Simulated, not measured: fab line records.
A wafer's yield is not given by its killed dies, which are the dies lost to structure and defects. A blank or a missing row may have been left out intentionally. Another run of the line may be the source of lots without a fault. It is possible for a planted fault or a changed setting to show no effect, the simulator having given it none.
A struck lot beside a sound one -- flow nand-harc -- 15 out of 1159 route steps
Sound: wafers L745.4, L745.5, L745.6. Struck: wafers L740.3, L740.4. (L740.2 of the same lot was not struck and is left out.) The cause comes at the end.
Each step with rows lists, per side, the tool, then ch with its chambers, then its first start. Under that, the readings that differ: sound wafers -- struck wafers -- difference of the means -- sigmas: that difference in standard deviations of wafers without a fault.
alike: readings with means less than 2 such deviations apart, plus words and numbers identical on both sides. not compared: withheld readings, readings lacking a value on some wafer, bounds such as >300 that could conceal the same value, and numbers that have no deviation in the record and whose values overlap.
The two part at a step that has a row with sigmas, a row that says differs or no value, or rows on one side only. Numbers that have no deviation but don't overlap get no sigmas and don't part them. A reading that every wafer of one side lacks parts them only if that side has two wafers or more.

first, 7 steps without rows for these wafers: NHARC_A_BONDPAD_COAT_33 (time 65 s); NHARC_A_BONDPAD_COAT_03 (resist thk 600 nm); NHARC_A_BONDPAD_SOFTBAKE_04 (time 70 s); NHARC_A_BONDPAD_EBR_05; NHARC_A_BONDPAD_EXPOSE_06 (exposes mask A BPAD); NHARC_A_BONDPAD_PEB_07 (peb time 80 s); NHARC_A_BONDPAD_DEVELOP_08 (time 50 s).
NHARC_A_BONDPAD_CD_MEAS_09: target cd 500 nm.
  sound on cd-sem-01 ch 0, day 22 15:19; struck on cd-sem-02 ch 0, day 21 01:33
reading,sound,struck,difference,sigmas
cd-nm (nm),494.1 495.8 496.1,501.6 502.2,+6.6,+3
NHARC_A_BONDPAD_OVL_MEAS_35:
  sound on overlay-02 at day 22 15:23; struck on overlay-02 at day 21 01:38
  alike: overlay-x-nm, overlay-y-nm
then, 1 step without rows for these wafers: NHARC_A_BONDPAD_HARDBAKE_10 (time 65 s).
NHARC_A_BONDPAD_DESCUM_11: chemistry O2, time 3 s.
  sound on rie-diel-04 ch 0,1, day 22 15:32; struck on rie-diel-06 ch 3, day 21 01:46
reading,sound,struck,difference,sigmas
drypump-motor-current-A (A),5.7 4.8 5.7,6.5 6.5,+1.1,+2
  alike: chamber-pressure-mTorr, oes-product-au, rf-vpp-V, showerhead-plenum-p-Torr, throttle-valve-pct
  not compared: rf-hours-counter-h
NHARC_A_BONDPAD_ETCH_34: etches the open film in N2/H2, target depth 60 nm, overetch 18 nm, time 65.91 s.
  sound on rie-diel-04 ch 2,3, day 22 15:37; struck on rie-diel-06 ch 0,2, day 21 01:52
reading,sound,struck,difference,sigmas
bias-w (W),148.7 148.8 150.8,150.6 150.9,+1.3,+3
  alike: chamber-pressure-mTorr, drypump-motor-current-A, oes-product-au, rf-vpp-V, run-length-s, showerhead-plenum-p-Torr, throttle-valve-pct
  not compared: rf-hours-counter-h
NHARC_A_BONDPAD_ETCH_12: etches the open film in CHF3/O2, target depth 220 nm, time 110 s.
  sound on rie-diel-04 ch 1,2,3, day 22 15:43; struck on rie-diel-06 ch 2, day 21 01:58
reading,sound,struck,difference,sigmas
bias-w (W),201.6 199.8 199.4,- -,no value on the struck wafers,
oes-product-au (a.u.),0.930 0.902 0.932,0.973 0.965,+0.048,+2
run-length-s (s),131.3 131.3 131.6,59.7 59.9,-71.6,-99 or more
  alike: chamber-pressure-mTorr, drypump-motor-current-A, rf-vpp-V, showerhead-plenum-p-Torr, throttle-valve-pct
  not compared: rf-hours-counter-h
NHARC_A_BONDPAD_CD_MEAS_13:
  sound on cd-sem-01 at day 22 15:50; struck on cd-sem-03 at day 21 02:07
reading,sound,struck,difference,sigmas
cd-nm (nm),494.2 495.3 496.0,500.6 501.2,+5.7,+2
NHARC_END_SORT_01:
  sound on prober-02 ch 0, day 24 11:20; struck on prober-01 ch 0, day 22 15:41
reading,sound,struck,difference,sigmas
hold,- - -,await-dispo/2.1h/release await-dispo/2.1h/release,no value on the sound wafers,
defect-limited-yield (%),94.2 93.1 93.4,0 0,-94,-55
killed-at-array,38 45 41,667 669,+627,+57
killed-at-periphery,1 2 2,10 7,+7,+2
killed-dies,39 47 45,677 677,+633,+58
sort_bin_2_pct (%),1.5 2.2 2.4,94.4 96.0,+93.2,+99 or more
sort-n-pass,638 630 632,0 0,-633,-58
sort-rim-yield-pct (%),97.2 98.1 89.6,0 0,-95,-38
sort-yield-pct (%),94.2 93.1 93.4,0 0,-94,-55
  alike: killed-at-other, killed-open, killed-short, sort_bin_3_pct, sort_bin_4_pct

WHERE THEY PART
First at NHARC_A_BONDPAD_CD_MEAS_09; last, within this record, at NHARC_END_SORT_01.

WHY: whatever the simulator had introduced
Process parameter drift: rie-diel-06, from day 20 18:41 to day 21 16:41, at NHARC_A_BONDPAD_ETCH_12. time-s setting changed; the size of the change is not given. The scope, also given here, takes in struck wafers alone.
